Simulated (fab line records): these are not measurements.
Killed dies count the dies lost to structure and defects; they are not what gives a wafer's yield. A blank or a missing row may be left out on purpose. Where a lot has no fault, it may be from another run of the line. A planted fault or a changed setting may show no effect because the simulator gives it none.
The tool behind it: which one? / flow n5 finfet / Sampling: 9 lots, 27 wafers, 6 of 1938 route steps

## WHAT EACH GAUGE READ, for each wafer
N5_SDB_CD_MEAS_11: the cd target is 50 nm. Usual: cd nm at 50.3 nm, with a standard deviation of 0.83.
lot=L940; measured=day 4 01:36; on=cd sem-01; cd nm (nm)=50.7 49.1 51.3; flag=
lot=L941; measured=day 4 07:28; on=cd sem-01; cd nm (nm)=50.1 49.4 49.9; flag=
lot=L946; measured=day 5 12:25; on=cd sem-03; cd nm (nm)=50.5 50.6 50.3; flag=
lot=L949; measured=day 6 05:49; on=cd sem-02; cd nm (nm)=50.0 50.9 50.0; flag=
lot=L955; measured=day 7 16:52; on=cd sem-02; cd nm (nm)=41.5 42.1 41.4; flag=OFF
lot=L956; measured=day 8 01:14; on=cd sem-02; cd nm (nm)=44.9 44.7 44.8; flag=OFF
lot=L959; measured=day 8 23:33; on=cd sem-02; cd nm (nm)=52.5 50.5 51.6; flag=
lot=L960; measured=day 9 05:19; on=cd sem-02; cd nm (nm)=48.7 49.7 49.6; flag=
lot=L961; measured=day 9 17:14; on=cd sem-03; cd nm (nm)=50.1 50.2 50.0; flag=

N5_BEOL_M4_RC_MEAS_101. Usual: DIBL_N 36.6 mV/V, standard deviation 1.3; DIBL_P 36.4 mV/V, standard deviation 1.4; IOFF_N 0.167 nA/um, standard deviation 0.023; IOFF_P 0.219 nA/um, standard deviation 0.029; ION_N 678 uA/um, standard deviation 8.7; ION_P 464 uA/um, standard deviation 6.4; SS_N 71.5 mV/dec, standard deviation 0.53; SS_P 73.4 mV/dec, standard deviation 0.57; VT_N 248.5 mV, standard deviation 2.8; VT_P -249 mV, standard deviation 3.1.
lot=L940; measured=day 9 06:21; on=prober-01; DIBL_N (mV/V)=39.7 37.9 37.8; DIBL_P (mV/V)=38.0 35.7 35.3; IOFF_N (nA/um)=0.211 0.180 0.174; IOFF_P (nA/um)=0.267 0.226 0.220; ION_N (uA/um)=692 686 674; ION_P (uA/um)=469 469 463; SS_N (mV/dec)=72.4 71.0 71.6; SS_P (mV/dec)=74.2 73.1 72.9; VT_N (mV)=244.7 245.5 247.3; VT_P (mV)=-246 -248 -249; flag=
lot=L941; measured=day 9 04:13; on=prober-02; DIBL_N (mV/V)=35.3 34.1 34.1; DIBL_P (mV/V)=33.7 32.7 33.6; IOFF_N (nA/um)=0.136 0.125 0.129; IOFF_P (nA/um)=0.182 0.170 0.179; ION_N (uA/um)=658 659 668; ION_P (uA/um)=455 458 458; SS_N (mV/dec)=70.3 70.5 70.8; SS_P (mV/dec)=73.0 72.9 72.8; VT_N (mV)=255.9 253.4 253.7; VT_P (mV)=-250 -250 -251; flag=
lot=L946; measured=day 10 17:10; on=prober-01; DIBL_N (mV/V)=36.8 36.2 35.3; DIBL_P (mV/V)=37.2 36.7 35.4; IOFF_N (nA/um)=0.144 0.149 0.128; IOFF_P (nA/um)=0.192 0.185 0.163; ION_N (uA/um)=676 678 675; ION_P (uA/um)=460 460 452; SS_N (mV/dec)=71.5 71.3 71.1; SS_P (mV/dec)=73.0 73.2 72.7; VT_N (mV)=251.5 251.0 253.6; VT_P (mV)=-252 -256 -255; flag=
lot=L949; measured=day 12 19:20; on=prober-01; DIBL_N (mV/V)=34.9 36.6 34.6; DIBL_P (mV/V)=34.7 36.5 34.2; IOFF_N (nA/um)=0.144 0.170 0.131; IOFF_P (nA/um)=0.182 0.208 0.178; ION_N (uA/um)=674 669 665; ION_P (uA/um)=460 458 461; SS_N (mV/dec)=71.2 71.6 70.7; SS_P (mV/dec)=72.9 73.3 72.7; VT_N (mV)=250.8 247.6 249.1; VT_P (mV)=-253 -249 -251; flag=
lot=L955; measured=day 14 05:10; on=prober-01; DIBL_N (mV/V)=36.7 36.8 35.3; DIBL_P (mV/V)=35.2 37.2 35.2; IOFF_N (nA/um)=0.151 0.157 0.133; IOFF_P (nA/um)=0.167 0.193 0.169; ION_N (uA/um)=675 674 665; ION_P (uA/um)=448 460 453; SS_N (mV/dec)=72.3 71.7 71.6; SS_P (mV/dec)=73.0 73.3 72.5; VT_N (mV)=250.5 248.2 251.8; VT_P (mV)=-255 -254 -252; flag=
lot=L956; measured=day 14 22:52; on=prober-02; DIBL_N (mV/V)=35.9 37.9 36.3; DIBL_P (mV/V)=35.8 39.4 36.2; IOFF_N (nA/um)=0.145 0.187 0.144; IOFF_P (nA/um)=0.185 0.237 0.190; ION_N (uA/um)=671 676 673; ION_P (uA/um)=463 460 460; SS_N (mV/dec)=70.8 71.9 71.6; SS_P (mV/dec)=72.9 74.0 73.7; VT_N (mV)=248.9 245.3 253.4; VT_P (mV)=-254 -249 -252; flag=
lot=L959; measured=day 14 22:31; on=prober-01; DIBL_N (mV/V)=39.3 37.9 37.2; DIBL_P (mV/V)=37.6 37.0 36.2; IOFF_N (nA/um)=0.193 0.165 0.149; IOFF_P (nA/um)=0.207 0.200 0.180; ION_N (uA/um)=689 679 672; ION_P (uA/um)=461 466 456; SS_N (mV/dec)=71.7 71.7 71.6; SS_P (mV/dec)=74.3 73.7 73.5; VT_N (mV)=245.8 249.2 252.1; VT_P (mV)=-252 -253 -255; flag=
lot=L960; measured=day 15 15:37; on=prober-01; DIBL_N (mV/V)=37.1 37.7 36.9; DIBL_P (mV/V)=39.1 38.4 38.3; IOFF_N (nA/um)=0.171 0.176 0.168; IOFF_P (nA/um)=0.247 0.233 0.222; ION_N (uA/um)=674 675 678; ION_P (uA/um)=463 465 466; SS_N (mV/dec)=72.1 72.4 71.7; SS_P (mV/dec)=73.3 73.7 73.8; VT_N (mV)=249.8 250.0 252.3; VT_P (mV)=-248 -248 -251; flag=
lot=L961; measured=day 15 22:28; on=prober-01; DIBL_N (mV/V)=38.3 37.2 37.2; DIBL_P (mV/V)=39.0 36.4 36.5; IOFF_N (nA/um)=0.231 0.193 0.188; IOFF_P (nA/um)=0.281 0.235 0.234; ION_N (uA/um)=704 689 690; ION_P (uA/um)=477 468 468; SS_N (mV/dec)=71.8 71.3 71.6; SS_P (mV/dec)=74.7 74.4 73.3; VT_N (mV)=242.5 245.3 245.2; VT_P (mV)=-245 -249 -250; flag=

## WHAT TOOL EACH LOT RAN ON (gives the tool, then ch and the chambers of the sampled wafers, and finally the start)
lot=L940; N5_SD_EPI_P_ETCH_37=rie diel-02 ch 0,1,3, day 3 14:16; N5_SD_EPI_P_SD_RECESS_17=rie si-01 ch 0,1, day 3 14:52; N5_SDB_EXPOSE_08=arfi scanner-03 ch 0, day 4 01:29; N5_SDB_CUT_ETCH_26=rie si-05 ch 1,2, day 4 02:57
lot=L941; N5_SD_EPI_P_ETCH_37=rie diel-03 ch 0,1,3, day 3 19:10; N5_SD_EPI_P_SD_RECESS_17=rie si-01 ch 0,2,3, day 3 19:45; N5_SDB_EXPOSE_08=arfi scanner-02 ch 0, day 4 07:20; N5_SDB_CUT_ETCH_26=rie si-04 ch 1,2,3, day 4 08:10
lot=L946; N5_SD_EPI_P_ETCH_37=rie diel-03 ch 2,3, day 5 00:22; N5_SD_EPI_P_SD_RECESS_17=rie si-01 ch 0,1,3, day 5 00:57; N5_SDB_EXPOSE_08=arfi scanner-01 ch 0, day 5 12:17; N5_SDB_CUT_ETCH_26=rie si-02 ch 0,1,3, day 5 13:09
lot=L949; N5_SD_EPI_P_ETCH_37=rie diel-02 ch 2,3, day 5 18:32; N5_SD_EPI_P_SD_RECESS_17=rie si-06 ch 1,2,3, day 5 19:07; N5_SDB_EXPOSE_08=arfi scanner-01 ch 0, day 6 05:42; N5_SDB_CUT_ETCH_26=rie si-04 ch 1,3, day 6 06:31
lot=L955; N5_SD_EPI_P_ETCH_37=rie diel-03 ch 1,3, day 7 05:40; N5_SD_EPI_P_SD_RECESS_17=rie si-06 ch 2,3, day 7 06:16; N5_SDB_EXPOSE_08=arfi scanner-01 ch 0, day 7 16:45; N5_SDB_CUT_ETCH_26=rie si-05 ch 0,1,2, day 7 17:49
lot=L956; N5_SD_EPI_P_ETCH_37=rie diel-02 ch 0,1, day 7 12:27; N5_SD_EPI_P_SD_RECESS_17=rie si-03 ch 0,1,3, day 7 13:02; N5_SDB_EXPOSE_08=arfi scanner-01 ch 0, day 8 01:07; N5_SDB_CUT_ETCH_26=rie si-02 ch 1,3, day 8 02:02
lot=L959; N5_SD_EPI_P_ETCH_37=rie diel-02 ch 0,2,3, day 8 11:55; N5_SD_EPI_P_SD_RECESS_17=rie si-03 ch 0,2,3, day 8 12:31; N5_SDB_EXPOSE_08=arfi scanner-03 ch 0, day 8 23:25; N5_SDB_CUT_ETCH_26=rie si-04 ch 1,2,3, day 9 07:40
lot=L960; N5_SD_EPI_P_ETCH_37=rie diel-02 ch 0,2,3, day 8 18:02; N5_SD_EPI_P_SD_RECESS_17=rie si-01 ch 0,1,2, day 8 18:37; N5_SDB_EXPOSE_08=arfi scanner-03 ch 0, day 9 05:13; N5_SDB_CUT_ETCH_26=rie si-05 ch 0,1,3, day 9 07:55
lot=L961; N5_SD_EPI_P_ETCH_37=rie diel-02 ch 1,3, day 8 21:36; N5_SD_EPI_P_SD_RECESS_17=rie si-01 ch 1,2,3, day 8 22:12; N5_SDB_EXPOSE_08=arfi scanner-03 ch 0, day 9 17:07; N5_SDB_CUT_ETCH_26=rie si-05 ch 2,3, day 9 17:56
- N5_SD_EPI_P_ETCH_37: etches SOC in N2/H2, overetch 108 nm, time 486 s.
- N5_SD_EPI_P_SD_RECESS_17: chemistry HBr/Cl2/O2, target depth 39.1 nm, bt time 3 s.
- N5_SDB_EXPOSE_08: exposes mask SDB.
- N5_SDB_CUT_ETCH_26: etches Si in HBr/Cl2/O2, target depth 129.6 nm, bt time 20 s, time 51.8 s.

## WHAT THE TOOLS THEMSELVES READ (means of the sampled wafers that have a number; where no wafer has one, the mark that the record gives instead)
N5_SD_EPI_P_ETCH_37. Usual: drypump motor current A 5.7 A, standard deviation 0.44; oes product au 0.72 a.u., standard deviation 0.086; rf vpp V 240.5 V, standard deviation 1.4; showerhead plenum p Torr 2.52 Torr, standard deviation 0.085; throttle valve pct 23.81 %, standard deviation 0.21.
lot=L940; tool=rie diel-02; drypump motor current A (A)=5.9; oes product au (a.u.)=0.67; rf vpp V (V)=241.0; showerhead plenum p Torr (Torr)=2.53; throttle valve pct (%)=24.00; flag=
lot=L941; tool=rie diel-03; drypump motor current A (A)=5.4; oes product au (a.u.)=0.70; rf vpp V (V)=240.4; showerhead plenum p Torr (Torr)=2.51; throttle valve pct (%)=23.80; flag=
lot=L946; tool=rie diel-03; drypump motor current A (A)=5.5; oes product au (a.u.)=0.62; rf vpp V (V)=239.2; showerhead plenum p Torr (Torr)=2.40; throttle valve pct (%)=23.89; flag=
lot=L949; tool=rie diel-02; drypump motor current A (A)=5.9; oes product au (a.u.)=0.71; rf vpp V (V)=240.0; showerhead plenum p Torr (Torr)=2.53; throttle valve pct (%)=23.92; flag=
lot=L955; tool=rie diel-03; drypump motor current A (A)=5.7; oes product au (a.u.)=0.78; rf vpp V (V)=241.6; showerhead plenum p Torr (Torr)=2.69; throttle valve pct (%)=23.75; flag=
lot=L956; tool=rie diel-02; drypump motor current A (A)=6.1; oes product au (a.u.)=0.83; rf vpp V (V)=240.6; showerhead plenum p Torr (Torr)=2.56; throttle valve pct (%)=23.73; flag=
lot=L959; tool=rie diel-02; drypump motor current A (A)=5.8; oes product au (a.u.)=0.74; rf vpp V (V)=241.2; showerhead plenum p Torr (Torr)=2.53; throttle valve pct (%)=23.79; flag=
lot=L960; tool=rie diel-02; drypump motor current A (A)=5.8; oes product au (a.u.)=0.73; rf vpp V (V)=239.9; showerhead plenum p Torr (Torr)=2.53; throttle valve pct (%)=23.80; flag=
lot=L961; tool=rie diel-02; drypump motor current A (A)=6.1; oes product au (a.u.)=0.77; rf vpp V (V)=240.5; showerhead plenum p Torr (Torr)=2.55; throttle valve pct (%)=23.89; flag=

N5_SD_EPI_P_SD_RECESS_17. Usual: drypump motor current A 5.9 A, standard deviation 0.48; oes product au 0.995 a.u., standard deviation 0.017; throttle valve pct 36.93 %, standard deviation 0.27.
lot=L940; tool=rie si-01; drypump motor current A (A)=6.1; oes product au (a.u.)=0.994; throttle valve pct (%)=36.92; flag=
lot=L941; tool=rie si-01; drypump motor current A (A)=6.2; oes product au (a.u.)=1.006; throttle valve pct (%)=37.09; flag=
lot=L946; tool=rie si-01; drypump motor current A (A)=6.0; oes product au (a.u.)=1.002; throttle valve pct (%)=37.04; flag=
lot=L949; tool=rie si-06; drypump motor current A (A)=5.6; oes product au (a.u.)=1.005; throttle valve pct (%)=37.06; flag=
lot=L955; tool=rie si-06; drypump motor current A (A)=5.3; oes product au (a.u.)=1.003; throttle valve pct (%)=36.82; flag=
lot=L956; tool=rie si-03; drypump motor current A (A)=5.7; oes product au (a.u.)=0.994; throttle valve pct (%)=36.98; flag=
lot=L959; tool=rie si-03; drypump motor current A (A)=5.4; oes product au (a.u.)=0.985; throttle valve pct (%)=36.88; flag=
lot=L960; tool=rie si-01; drypump motor current A (A)=6.2; oes product au (a.u.)=1.000; throttle valve pct (%)=36.97; flag=
lot=L961; tool=rie si-01; drypump motor current A (A)=6.2; oes product au (a.u.)=0.987; throttle valve pct (%)=36.83; flag=

N5_SDB_EXPOSE_08. Usual: exposure dose mJ cm2 at 49.57, with a standard deviation of 0.056.
lot=L940; tool=arfi scanner-03; exposure dose mJ cm2=49.51; flag=
lot=L941; tool=arfi scanner-02; exposure dose mJ cm2=49.62; flag=
lot=L946; tool=arfi scanner-01; exposure dose mJ cm2=49.56; flag=
lot=L949; tool=arfi scanner-01; exposure dose mJ cm2=49.62; flag=
lot=L955; tool=arfi scanner-01; exposure dose mJ cm2=45.98; flag=OFF
lot=L956; tool=arfi scanner-01; exposure dose mJ cm2=46.73; flag=OFF
lot=L959; tool=arfi scanner-03; exposure dose mJ cm2=49.48; flag=
lot=L960; tool=arfi scanner-03; exposure dose mJ cm2=49.54; flag=
lot=L961; tool=arfi scanner-03; exposure dose mJ cm2=49.55; flag=

N5_SDB_CUT_ETCH_26. Usual: drypump motor current A 6.0 A, standard deviation 0.37; oes product au 1.009 a.u., standard deviation 0.015; throttle valve pct 37.11 %, standard deviation 0.24.
lot=L940; tool=rie si-05; drypump motor current A (A)=5.8; oes product au (a.u.)=1.024; throttle valve pct (%)=36.98; flag=
lot=L941; tool=rie si-04; drypump motor current A (A)=6.1; oes product au (a.u.)=1.001; throttle valve pct (%)=37.14; flag=
lot=L946; tool=rie si-02; drypump motor current A (A)=5.9; oes product au (a.u.)=1.003; throttle valve pct (%)=37.29; flag=
lot=L949; tool=rie si-04; drypump motor current A (A)=6.2; oes product au (a.u.)=1.002; throttle valve pct (%)=37.03; flag=
lot=L955; tool=rie si-05; drypump motor current A (A)=6.2; oes product au (a.u.)=1.020; throttle valve pct (%)=37.09; flag=
lot=L956; tool=rie si-02; drypump motor current A (A)=5.8; oes product au (a.u.)=0.999; throttle valve pct (%)=37.35; flag=
lot=L959; tool=rie si-04; drypump motor current A (A)=6.1; oes product au (a.u.)=1.003; throttle valve pct (%)=37.13; flag=
lot=L960; tool=rie si-05; drypump motor current A (A)=5.9; oes product au (a.u.)=1.027; throttle valve pct (%)=36.89; flag=
lot=L961; tool=rie si-05; drypump motor current A (A)=5.9; oes product au (a.u.)=1.019; throttle valve pct (%)=36.99; flag=

## THE ANSWER, worked out from the rows above alone
Rule: take the mean of a lot's wafers that have a number; if it is more than 3 standard deviations from the usual mean, the lot is off. Also off: a lot with no number at a reading for which 4 or more lots have one. All remaining lots with rows at the step are treated as sound. Order of review: gauges by route order, followed by the tools' own readings, for which a lot's mean as printed above is used. The first step at which some lot is off is used, and at that step the reading that is off furthest; a lot without a number counts as furthest.
Off at N5_SDB_CD_MEAS_11 (cd nm): L955, L956.
If a tool, at a process step before that reading, ran all the lots that are off and no sound lot after the first of them, it fits. The gauges at N5_SDB_CD_MEAS_11 aren't tried: what is off there is off at N5_SDB_EXPOSE_08 too, on other tools, and a gauge's error can't cause that. One candidate fits, namely arfi scanner-01 at N5_SDB_EXPOSE_08. A fault onset in the window from L949 (day 6 05:42, its last sound lot) to L955 (day 7 16:45, its first lot off) fits.
The tool's own readings at N5_SDB_EXPOSE_08 bear it out: on the lots that are off they differ by more than 5 times the standard deviation of the sound lots' means. exposure dose mJ cm2 reads 46.35 there against 49.55 on the sound lots.

## WHAT THE SIMULATOR HAD PUT IN
Process parameter drift: arfi scanner-01, from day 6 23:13 on, at N5_SDB_EXPOSE_08. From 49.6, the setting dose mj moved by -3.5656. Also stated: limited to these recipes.
Lots struck among those shown: L955, L956. Same finding as the rule above.
